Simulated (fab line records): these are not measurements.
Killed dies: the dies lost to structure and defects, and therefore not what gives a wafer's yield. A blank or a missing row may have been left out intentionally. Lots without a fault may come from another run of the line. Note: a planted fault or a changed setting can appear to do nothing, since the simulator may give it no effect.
Split-lot study + flow n5-finfet + on a route of 1938 steps: 7 lots, 21 wafers read

## ON THE SPLIT
At N5_HKMG_FIN_COAT_43 (resist thk 90 nm), the setting spin-rpm was moved away from the recipe's 1500 rpm on 7 of the 21 wafers read, by -10.9% to +11.0%. All remaining wafers had this setting at the recipe value.

## FROM THE SPLIT TO THE READING: what the file shows between them, 5 steps
- N5_HKMG_FIN_EBR_45
- N5_HKMG_FIN_SOFTBAKE_44: time 60 s
- N5_HKMG_FIN_EXPOSE_46: exposes mask NDIPOLE
- N5_HKMG_FIN_PEB_47: peb time 60 s
- N5_HKMG_FIN_DEVELOP_48: develop time 30 s

## THE READING
CAR-ArF_of_HKMG_FIN_COAT_43.thk-nm (the simulator's own value, which no gauge read), in nm, at N5_HKMG_FIN_ETCH_54 (etches SiARC in CF4, target depth 45.5 nm, time 75.8 s). The file gives no usual value for it. The 14 wafers here that ran the recipe average 50.8 nm, standard deviation 0.28 nm.

| wafer  | tool, chamber at the split | spin-rpm as run, rpm | against the recipe | CAR-ArF_of_HKMG_FIN_COAT_43.thk-nm, nm | against lot-mates on the recipe |
|--------|----------------------------|----------------------|--------------------|----------------------------------------|---------------------------------|
| L075.1 | litho-track-05, 0          | 1500                 | recipe             | 50.4                                   | -                               |
| L075.2 | litho-track-05, 0          | 1337                 | -10.9%             | 56                                     | +5.6                            |
| L075.5 | litho-track-05, 0          | 1337                 | -10.9%             | 56                                     | +5.6                            |
| L076.3 | litho-track-05, 0          | 1500                 | recipe             | 51                                     | -                               |
| L076.4 | litho-track-05, 0          | 1665                 | +11.0%             | 46.2                                   | -4.8                            |
| L076.6 | litho-track-05, 0          | 1665                 | +11.0%             | 46.2                                   | -4.8                            |
| L082.1 | litho-track-05, 0          | 1500                 | recipe             | 50.8                                   | -                               |
| L082.4 | litho-track-05, 0          | 1500                 | recipe             | 51                                     | -                               |
| L082.6 | litho-track-05, 0          | 1500                 | recipe             | 51                                     | -                               |
| L084.1 | litho-track-05, 0          | 1575                 | +5.0%              | 48.4                                   | -2.0                            |
| L084.3 | litho-track-05, 0          | 1575                 | +5.0%              | 48.4                                   | -2.0                            |
| L084.4 | litho-track-05, 0          | 1500                 | recipe             | 50.4                                   | -                               |
| L086.2 | litho-track-01, 0          | 1588                 | +5.9%              | 48.6                                   | -2.6                            |
| L086.3 | litho-track-01, 0          | 1500                 | recipe             | 51.2                                   | -                               |
| L086.6 | litho-track-01, 0          | 1500                 | recipe             | 51.2                                   | -                               |
| L091.3 | litho-track-02, 0          | 1500                 | recipe             | 50.8                                   | -                               |
| L091.4 | litho-track-02, 0          | 1500                 | recipe             | 50.4                                   | -                               |
| L091.6 | litho-track-02, 0          | 1500                 | recipe             | 50.4                                   | -                               |
| L096.1 | litho-track-01, 0          | 1500                 | recipe             | 50.8                                   | -                               |
| L096.4 | litho-track-01, 0          | 1500                 | recipe             | 50.8                                   | -                               |
| L096.5 | litho-track-01, 0          | 1500                 | recipe             | 50.8                                   | -                               |

THE FIT
A straight line over all 21 wafers: CAR-ArF_of_HKMG_FIN_COAT_43.thk-nm changes by -0.448 nm for each +1% of spin-rpm; r = -0.99; the points scatter about the line by 0.3 nm.
The same after taking each lot's own level away (the mean of its wafers on the recipe; 21 wafers): -0.47 nm for each +1%; r = -1.00; scatter 0.21 nm.
That fit puts the effect of the largest move of spin-rpm on the reading at 5.2 nm.
Measured against the standard deviation above, the lots' own levels, which go from 50.40 to 51.20 nm, span 2.9 times it.
Consequently the slope shifts little with the lot-to-lot level, the two slopes agreeing.
Check: with one of the wafers moved furthest among these (+11.0%) left out of the fit, the line predicts -5.13 nm for it against its lot-mates. Against them it came out at -4.8 nm.

## THE OTHER SPLITS THESE WAFERS WENT THROUGH
Before the reading, these wafers also passed through other splits. Each is held against what the fit with the lots' levels taken away leaves over:
| other split on the same wafers | wafers away from the commonest value | r with CAR-ArF_of_HKMG_FIN_COAT_43.thk-nm (lot level and that fit taken away) |
|--------------------------------|--------------------------------------|-------------------------------------------------------------------------------|
| N5_SDB_COAT_04 spin-rpm        | 8                                    | -0.18                                                                         |

## THE WHOLE CHAIN: every reading that the file lists as answering this split, in the file's order
| step                   | what it does                                           | reading                                                                             | change (the file's fit)               | r (the file's) |
|------------------------|--------------------------------------------------------|-------------------------------------------------------------------------------------|---------------------------------------|----------------|
| N5_HKMG_FIN_COAT_43    | resist thk 90 nm                                       | CAR-ArF_of_HKMG_FIN_COAT_43.thk-nm (the simulator's own value, which no gauge read) | -0.443 nm for each +1% of the setting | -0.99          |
| N5_HKMG_FIN_DEVELOP_48 | develop time 30 s                                      | CAR-ArF_of_HKMG_FIN_COAT_43.thk-nm (the simulator's own value, which no gauge read) | -0.455 nm for each +1% of the setting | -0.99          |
| N5_HKMG_FIN_ETCH_54    | etches SiARC in CF4, target depth 45.5 nm, time 75.8 s | CAR-ArF_of_HKMG_FIN_COAT_43.thk-nm (the simulator's own value, which no gauge read) | -0.465 nm for each +1% of the setting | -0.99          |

## FILE'S OWN FIT
CAR-ArF_of_HKMG_FIN_COAT_43.thk-nm changes by -0.465 nm for each +1% of spin-rpm, r = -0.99.
